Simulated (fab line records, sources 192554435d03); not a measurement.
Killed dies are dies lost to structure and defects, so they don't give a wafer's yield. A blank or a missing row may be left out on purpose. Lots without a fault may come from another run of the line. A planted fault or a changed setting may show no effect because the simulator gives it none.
Split-lot experiment | flow n5_finfet | 7 lots, 21 wafers read, on a route of 1938 steps

THE SPLIT
At N5_BEOL_M0_SAQP_ETCH_88 (etches underlayer in N2/H2, target depth 6.5 nm, time 5.2 s), the setting source_w was moved away from the recipe's 840 W on 5 of the 21 wafers read, by -12.2% to +13.8%. The other wafers ran this setting at the recipe's value.

The reading is taken at the split's own step.

THE READING
rf_vpp_V, in V, at N5_BEOL_M0_SAQP_ETCH_88 (etches underlayer in N2/H2, target depth 6.5 nm, time 5.2 s). Fault-free wafers of this fab line usually give 523.3 V, standard deviation 2.2 V.

wafer  | tool, chamber at the split | source_w as run, W | against the recipe | rf_vpp_V, V | against lot-mates on the recipe
L078.3 | rie_diel-04, 2             | 840                | recipe             | 520.7       | -
L078.4 | rie_diel-04, 1             | 840                | recipe             | 525.2       | -
L078.5 | rie_diel-04, 2             | 840                | recipe             | 518.0       | -
L081.2 | rie_diel-04, 0             | 840                | recipe             | 521.4       | -
L081.3 | rie_diel-04, 2             | 840                | recipe             | 520.8       | -
L081.4 | rie_diel-04, 1             | 840                | recipe             | 522.9       | -
L083.2 | rie_diel-06, 2             | 742.2              | -11.6%             | 542.9       | +16.9
L083.3 | rie_diel-06, 3             | 840                | recipe             | 526.0       | -
L083.5 | rie_diel-06, 1             | 742.2              | -11.6%             | 545.9       | +19.9
L087.3 | rie_diel-03, 0             | 955.8              | +13.8%             | 500.0       | -25.4
L087.4 | rie_diel-03, 1             | 955.8              | +13.8%             | 505.8       | -19.6
L087.5 | rie_diel-03, 0             | 840                | recipe             | 525.4       | -
L092.1 | rie_diel-03, 3             | 840                | recipe             | 522.5       | -
L092.3 | rie_diel-03, 1             | 737.6              | -12.2%             | 551.1       | +28.1
L092.4 | rie_diel-03, 0             | 840                | recipe             | 523.5       | -
L096.2 | rie_diel-04, 0             | 840                | recipe             | 524.1       | -
L096.5 | rie_diel-04, 3             | 840                | recipe             | 520.9       | -
L096.6 | rie_diel-04, 0             | 840                | recipe             | 524.0       | -
L097.1 | rie_diel-04, 1             | 840                | recipe             | 523.6       | -
L097.2 | rie_diel-04, 0             | 840                | recipe             | 522.1       | -
L097.6 | rie_diel-04, 3             | 840                | recipe             | 522.1       | -

THE FIT
A straight line over all 21 wafers: rf_vpp_V changes by -1.74 V for each +1% of source_w; r = -0.97; the points scatter about the line by 2.9 V.
The same after taking each lot's own level away (the mean of its wafers on the recipe; 21 wafers): -1.74 V for each +1%; r = -0.98; scatter 2.5 V.
On that fit, the largest move of source_w shifts the reading by 24 V.
The lots' own levels span 521.30 to 526.00 V, that is 2.1 times the standard deviation above.
So the lot-to-lot level changes the slope little: the two slopes agree.
Check: with one of the wafers moved furthest among these (+13.8%) left out of the fit, the line predicts -22.9 V for it against its lot-mates. It came out at -25.4 V against them.
Tool readings at the split's step, against how far the setting was moved: etch_rf_on_time_s r = -0.82; rf_vpp_V r = -0.97.

OTHER SPLITS ON THESE WAFERS
These wafers also went through other splits before the reading. Each is held against what the fit with the lots' levels taken away leaves over:
other split on the same wafers        | wafers away from the commonest value | r with rf_vpp_V (lot level and that fit taken away)
N5_SD_EPI_N_DESCUM_14 time_s          | 8                                    | +0.17
N5_SD_EPI_N_ETCH_35 time_s            | 7                                    | -0.29
N5_SDB_EXPOSE_08 dose_mj              | 10                                   | -0.21
N5_SDB_ETCH_18 source_w               | 5                                    | +0.01
N5_HKMG_FIN_COAT_06 spin_rpm          | 7                                    | +0.25
N5_HKMG_FIN_DEVELOP_11 develop_time_s | 7                                    | +0.11
N5_MOL_CONTACT_COAG_DESCUM_45 time_s  | 4                                    | +0.31

THE WHOLE CHAIN: every reading that the file lists as answering this split, in the file's order
step                    | what it does                                                | reading           | change (the file's fit)              | r (the file's)
N5_BEOL_M0_SAQP_ETCH_88 | etches underlayer in N2/H2, target depth 6.5 nm, time 5.2 s | etch_rf_on_time_s | withheld for each +1% of the setting | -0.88
N5_BEOL_M0_SAQP_ETCH_88 | etches underlayer in N2/H2, target depth 6.5 nm, time 5.2 s | rf_vpp_V          | -1.83 V for each +1% of the setting  | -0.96

THE FILE'S OWN FIT
rf_vpp_V changes by -1.83 V for each +1% of source_w, r = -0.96.
